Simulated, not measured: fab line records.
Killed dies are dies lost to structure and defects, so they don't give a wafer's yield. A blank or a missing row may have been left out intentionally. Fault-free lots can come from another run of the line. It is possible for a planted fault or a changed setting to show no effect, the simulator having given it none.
Chamber matching -- flow n5Finfet -- N5_BEOL_M2_ALD_84 on aldMetal-02: 4 sister chambers
The step deposits TaN, pulse time 2 s, purge time 3 s, co reactant purge time 2 s. 36 wafers are shown with their chamber, then 12 later ones without.

## WAFERS WITH THEIR CHAMBER
wafer,chamber,heaterPowerW (W)
L075.1,0,432
L075.2,3,432
L075.3,2,402
L075.4,1,567
L075.5,1,573
L075.6,0,462
L077.1,0,442
L077.2,3,435
L077.3,1,540
L077.4,2,389
L077.5,2,386
L077.6,3,423
L079.1,2,399
L079.2,3,419
L079.3,1,564
L079.4,0,446
L079.5,0,441
L079.6,1,576
L080.1,1,567
L080.3,0,442
L080.6,3,426
L083.1,0,438
L083.2,1,569
L083.3,3,445
L083.4,1,577
L083.5,3,439
L083.6,0,448
L085.1,3,422
L085.2,1,551
L085.6,0,443
L089.1,3,429
L089.3,1,571
L089.4,0,446
L090.2,0,434
L090.3,3,418
L090.4,1,559

SIGNATURES (means of the wafers above)
reading,chamber 0,chamber 1,chamber 2,chamber 3,scatter within a chamber
heaterPowerW,443.09,564.91,394.00,428.80,9.32
Rule: distance of a wafer from a chamber = root of the sum over the readings of ((wafer's reading minus chamber's mean) / reading's scatter) squared. If the next closest chamber is less than 2 further off than the closest, the wafer can't be placed; otherwise it belongs to the closest. How the scatter is found: for the shown wafers, subtract from each reading the mean of its chamber, square and add these, divide the total by (wafers less chambers), then take the root.

## WAFERS WITHOUT THEIR CHAMBER
wafer,heaterPowerW (W)
L093.1,441
L093.4,558
L093.5,425
L095.2,410
L095.3,450
L095.5,395
L096.1,433
L096.2,564
L096.3,431
L096.4,393
L096.5,446
L096.6,552

## WHICH CHAMBER EACH WENT THROUGH
wafer,from the rows above,in truth
L093.1,can't be placed: 0 or 3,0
L093.4,1,1
L093.5,can't be placed: 3 or 0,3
L095.2,can't be placed: 2 or 3 or 0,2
L095.3,can't be placed: 0 or 3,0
L095.5,2,2
L096.1,can't be placed: 3 or 0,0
L096.2,1,1
L096.3,can't be placed: 3 or 0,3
L096.4,2,2
L096.5,can't be placed: 0 or 3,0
L096.6,1,1
5 of 12 placed correctly. These rows do not allow placing 7 (true chamber among the candidates in 7). Wrongly placed: 0.
